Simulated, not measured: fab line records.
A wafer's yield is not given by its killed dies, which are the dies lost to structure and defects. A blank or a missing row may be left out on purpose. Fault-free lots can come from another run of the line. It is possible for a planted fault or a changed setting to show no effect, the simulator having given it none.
Which of the tools did it?	flow n5-finfet	45 wafers from 15 lots sampled at 4 of the route's 1938 steps

WHAT EACH GAUGE READ, for each wafer
The record holds no reading of a measuring or inspecting step that can be judged against a usual standard deviation.

WHAT TOOL EACH LOT RAN ON (gives the tool, then ch and the chambers of the sampled wafers, and finally the start)
lot	N5_BEOL_M7_CMP_52	N5_BEOL_M7_DEP_56	N5_BEOL_M8_EXPOSE_25	N5_BEOL_M8_ETCH_66
L281	cmp-01 ch 0,1,2, day 10 02:26	pecvd-03 ch 1,2, day 10 02:48	euv-scanner-02 ch 0, day 10 07:05	rie-diel-04 ch 0,2,3, day 10 07:25
L282	cmp-03 ch 1,2,3, day 10 02:58	pecvd-01 ch 0,1, day 10 03:15	euv-scanner-01 ch 0, day 10 06:56	rie-diel-06 ch 1,2,3, day 10 07:15
L284	cmp-01 ch 1,2,3, day 10 14:37	pecvd-03 ch 0,1,2, day 10 14:53	euv-scanner-02 ch 0, day 10 19:05	rie-diel-03 ch 1,2,3, day 10 19:25
L287	cmp-03 ch 1,2,3, day 11 11:58	pecvd-01 ch 1,2, day 11 12:14	euv-scanner-01 ch 0, day 11 17:56	rie-diel-03 ch 0,2, day 11 18:16
L286	cmp-02 ch 0,1,2, day 11 12:02	pecvd-04 ch 0,1,2, day 11 12:19	euv-scanner-01 ch 0, day 11 17:58	rie-diel-04 ch 0,1,3, day 11 18:28
L288	cmp-03 ch 1,2,3, day 12 05:07	pecvd-04 ch 0,2, day 12 05:26	euv-scanner-02, day 12 10:52	rie-diel-03 ch 0,3, day 12 11:11
L290	cmp-03 ch 0,2,3, day 12 06:53	pecvd-03 ch 0,2, day 12 07:14	euv-scanner-02, day 12 10:46	rie-diel-06 ch 0,3, day 12 11:06
L291	cmp-03 ch 0,1,3, day 12 08:41	pecvd-03 ch 0,1,2, day 12 09:03	euv-scanner-01, day 12 12:43	rie-diel-03 ch 0,1,2, day 12 13:05
L295	cmp-02 ch 0,1,2, day 13 10:39	pecvd-01 ch 1,2, day 13 11:01	euv-scanner-01 ch 0, day 13 14:22	rie-diel-04 ch 1,2,3, day 13 14:47
L294	cmp-01 ch 0,2,3, day 13 11:02	pecvd-03 ch 0,1,2, day 13 11:23	euv-scanner-02 ch 0, day 13 14:08	rie-diel-03 ch 0,1,2, day 13 14:34
L296	cmp-03 ch 1,2,3, day 14 03:08	pecvd-01 ch 0,2, day 14 03:28	euv-scanner-01 ch 0, day 14 09:01	rie-diel-06 ch 0,1,2, day 14 09:21
L297	cmp-01 ch 0,1, day 14 14:38	pecvd-04 ch 0,2, day 14 14:59	euv-scanner-01 ch 0, day 14 19:23	rie-diel-06 ch 0,1,3, day 14 19:43
L298	cmp-02 ch 0,2,3, day 14 19:43	pecvd-01 ch 1, day 14 20:05	euv-scanner-01 ch 0, day 14 22:43	rie-diel-03 ch 1,2, day 14 23:04
L301	cmp-01 ch 0,2, day 14 20:10	pecvd-04 ch 0,1,2, day 14 20:31	euv-scanner-02 ch 0, day 15 00:45	rie-diel-03 ch 1,2,3, day 15 01:07
L300	cmp-01 ch 0,1,3, day 15 02:53	pecvd-01 ch 1, day 15 03:15	euv-scanner-02 ch 0, day 15 07:04	rie-diel-04 ch 2,3, day 15 07:55
- N5_BEOL_M7_CMP_52: polishes, stops on SiCOH lowk, t overpolish 6.9 s, target thk 80 nm.
- N5_BEOL_M7_DEP_56: deposits SiCN from 3MS/NH3, target thk 10 nm, time 17.5 s.
- N5_BEOL_M8_EXPOSE_25: exposes mask V7, target cd 40 nm.
- N5_BEOL_M8_ETCH_66: etches SOC in N2/H2, target depth 80 nm, overetch 16 nm, time 120 s.

AS READ BY THE TOOLS THEMSELVES (means over the sampled wafers that have a number; for cases with no such wafer, the mark the record gives instead)
N5_BEOL_M7_CMP_52. Usual: barrier-field-endpoint-s 28.6 s, standard deviation 0.74; motor-current-A 6.1 A, standard deviation 0.6; overpolish-run-s 6.901 s, standard deviation 0.0091; time-to-endpoint-s 61 s, standard deviation 3.4.
lot	tool	barrier-field-endpoint-s (s)	motor-current-A (A)	overpolish-run-s (s)	time-to-endpoint-s (s)	flag
L281	cmp-01	29.2	5.7	6.906	64	
L282	cmp-03	29.4	6.2	6.895	64	
L284	cmp-01	29.4	6.3	6.899	65	
L287	cmp-03	28.1	6.1	6.907	62	
L286	cmp-02	28.0	5.9	6.907	59	
L288	cmp-03	28.9	6.3	6.905	62	
L290	cmp-03	27.6	6.4	6.898	60	
L291	cmp-03	28.4	6.6	6.894	61	
L295	cmp-02	28.3	5.9	6.900	60	
L294	cmp-01	28.9	5.6	6.895	66	
L296	cmp-03	28.7	6.5	6.898	60	
L297	cmp-01	28.1	6.2	6.903	58	
L298	cmp-02	28.6	5.7	6.903	63	
L301	cmp-01	28.8	5.1	6.907	64	
L300	cmp-01	28.1	6.3	6.902	64	

N5_BEOL_M7_DEP_56. Usual: rf-fwd-power-W 199.6 W, standard deviation 0.79; showerhead-plenum-p-Torr 3.662 Torr, standard deviation 0.011; throttle-valve-pct 9.0 %, standard deviation 0.49.
lot	tool	rf-fwd-power-W (W)	showerhead-plenum-p-Torr (Torr)	throttle-valve-pct (%)	flag
L281	pecvd-03	199.6	3.674	8.8	
L282	pecvd-01	199.7	3.652	9.5	
L284	pecvd-03	199.4	3.667	9.2	
L287	pecvd-01	199.2	3.658	9.1	
L286	pecvd-04	199.4	3.656	8.6	
L288	pecvd-04	199.4	3.657	8.8	
L290	pecvd-03	200.0	3.660	9.1	
L291	pecvd-03	199.9	3.665	9.1	
L295	pecvd-01	199.8	3.657	9.1	
L294	pecvd-03	200.5	3.670	9.0	
L296	pecvd-01	199.2	3.658	9.6	
L297	pecvd-04	198.5	3.661	8.6	
L298	pecvd-01	200.9	3.654	9.0	
L301	pecvd-04	199.4	3.658	8.7	
L300	pecvd-01	199.5	3.657	8.9	

N5_BEOL_M8_EXPOSE_25. Usual: exposure-dose-mJ-cm2 42.36, standard deviation 0.045; focus-offset-nm 0.0 nm, standard deviation 0.54.
lot	tool	exposure-dose-mJ-cm2	focus-offset-nm (nm)	flag
L281	euv-scanner-02	42.30	0.6	
L282	euv-scanner-01	42.35	-0.3	
L284	euv-scanner-02	42.37	0.8	
L287	euv-scanner-01	42.38	-0.7	
L286	euv-scanner-01	42.34	0.1	
L288	euv-scanner-02	-	-	OFF
L290	euv-scanner-02	-	-	OFF
L291	euv-scanner-01	-	-	OFF
L295	euv-scanner-01	42.35	0.7	
L294	euv-scanner-02	42.36	0.2	
L296	euv-scanner-01	42.41	-0.3	
L297	euv-scanner-01	42.38	0.6	
L298	euv-scanner-01	42.35	0.3	
L301	euv-scanner-02	42.32	-0.8	
L300	euv-scanner-02	42.35	-0.1	

N5_BEOL_M8_ETCH_66. Usual: drypump-motor-current-A 5.7 A, standard deviation 0.71; oes-product-au 0.63 a.u., standard deviation 0.048; rf-fwd-power-W 835 W, standard deviation 3.3; rf-vpp-V 523.0 V, standard deviation 2.8; showerhead-plenum-p-Torr 2.52 Torr, standard deviation 0.095; throttle-valve-pct 17.82 %, standard deviation 0.2.
lot	tool	drypump-motor-current-A (A)	oes-product-au (a.u.)	rf-fwd-power-W (W)	rf-vpp-V (V)	showerhead-plenum-p-Torr (Torr)	throttle-valve-pct (%)	flag
L281	rie-diel-04	5.7	0.58	836	522.1	2.47	17.98	
L282	rie-diel-06	5.7	0.62	831	521.1	2.45	17.94	
L284	rie-diel-03	6.0	0.61	836	523.4	2.53	17.78	
L287	rie-diel-03	4.9	0.65	836	522.6	2.52	17.70	
L286	rie-diel-04	5.8	0.60	836	521.2	2.45	17.82	
L288	rie-diel-03	6.1	0.64	834	527.0	2.64	17.62	
L290	rie-diel-06	5.7	0.64	837	522.7	2.47	17.87	
L291	rie-diel-03	5.5	0.67	836	524.3	2.60	17.80	
L295	rie-diel-04	5.9	0.64	836	521.0	2.47	17.76	
L294	rie-diel-03	5.5	0.66	836	524.9	2.60	17.83	
L296	rie-diel-06	5.1	0.63	837	523.9	2.54	17.91	
L297	rie-diel-06	5.6	0.61	837	521.4	2.46	17.91	
L298	rie-diel-03	5.4	0.65	839	524.6	2.56	17.73	
L301	rie-diel-03	6.0	0.65	838	525.9	2.62	17.69	
L300	rie-diel-04	5.8	0.65	838	522.1	2.47	17.80	

THE ANSWER, worked out from the rows above alone
Rule: a lot counts as off when the mean over its wafers that have a number is more than 3 standard deviations away from the usual mean. Also off: a lot with no number at a reading for which 4 or more lots have one. The other lots that the step has rows for count as sound. After the gauges, taken in route order, come the tools' own readings; for these a lot's mean is taken, as printed above. At the first step where some lot is off, the reading lying furthest off is the one used; lots without a number count as furthest.
Off: L288, L290, L291 (N5_BEOL_M8_EXPOSE_25, exposure-dose-mJ-cm2). Without a number there: L288, L290, L291.
If a tool, at that step or one of the process steps before it, ran each lot that is off and ran no sound lot following the first of them, it fits. Not one of the candidates tried fits.

WHAT THE SIMULATOR HAD PUT IN
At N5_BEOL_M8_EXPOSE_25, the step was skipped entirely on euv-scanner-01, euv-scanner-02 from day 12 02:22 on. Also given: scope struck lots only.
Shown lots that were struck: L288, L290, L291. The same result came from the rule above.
